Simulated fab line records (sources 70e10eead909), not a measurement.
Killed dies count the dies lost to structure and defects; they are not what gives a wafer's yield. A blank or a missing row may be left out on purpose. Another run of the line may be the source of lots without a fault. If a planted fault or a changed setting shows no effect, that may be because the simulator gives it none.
Chamber matching + flow nand-harc + rie-diel-10 running NHARC_A_STAIRCASE_DESCUM_252: 4 sister chambers
The step chemistry O2, time 3 s. 4 wafers are shown with their chamber, then 8 later ones without.

== WAFERS PAIRED WITH THEIR CHAMBERS ==
| wafer  | chamber | showerhead-plenum-p-Torr (Torr) |
|--------|---------|---------------------------------|
| L082.2 | 0       | 1.92                            |
| L083.2 | 2       | 1.80                            |
| L083.3 | 3       | 1.84                            |
| L087.2 | 1       | 1.84                            |

== WAFERS MISSING THEIR CHAMBER ==
| wafer  | showerhead-plenum-p-Torr (Torr) |
|--------|---------------------------------|
| L087.4 | 1.83                            |
| L087.5 | 1.83                            |
| L096.1 | 1.83                            |
| L096.2 | 1.90                            |
| L096.3 | 1.78                            |
| L095.1 | 1.78                            |
| L095.2 | 1.83                            |
| L095.5 | 1.83                            |

== WHICH CHAMBER EACH WENT THROUGH ==
| wafer  | from the rows above          | in truth |
|--------|------------------------------|----------|
| L087.4 | can't be placed: 1 or 3 or 2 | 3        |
| L087.5 | can't be placed: 1 or 3 or 2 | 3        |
| L096.1 | can't be placed: 1 or 3 or 2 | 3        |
| L096.2 | 0                            | 0        |
| L096.3 | 2                            | 2        |
| L095.1 | 2                            | 2        |
| L095.2 | can't be placed: 1 or 3 or 2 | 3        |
| L095.5 | can't be placed: 1 or 3 or 2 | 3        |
3 of 8 placed correctly. These rows do not allow placing 5 (true chamber among the candidates in 5). Placed wrongly: 0.
How it was worked out, from the rows above alone: a wafer's distance from a chamber is the root of the sum, over the readings, of the square of ((its reading less the chamber's mean) divided by the reading's scatter). The wafer belongs to the nearest chamber; if the next one is less than 2 further off, it can't be placed. The mean given for a chamber averages the wafers shown for that chamber. The scatter (one wafer shown for each chamber): square how far every hidden wafer sits from the nearest shown wafer, average those squares and take the square root.
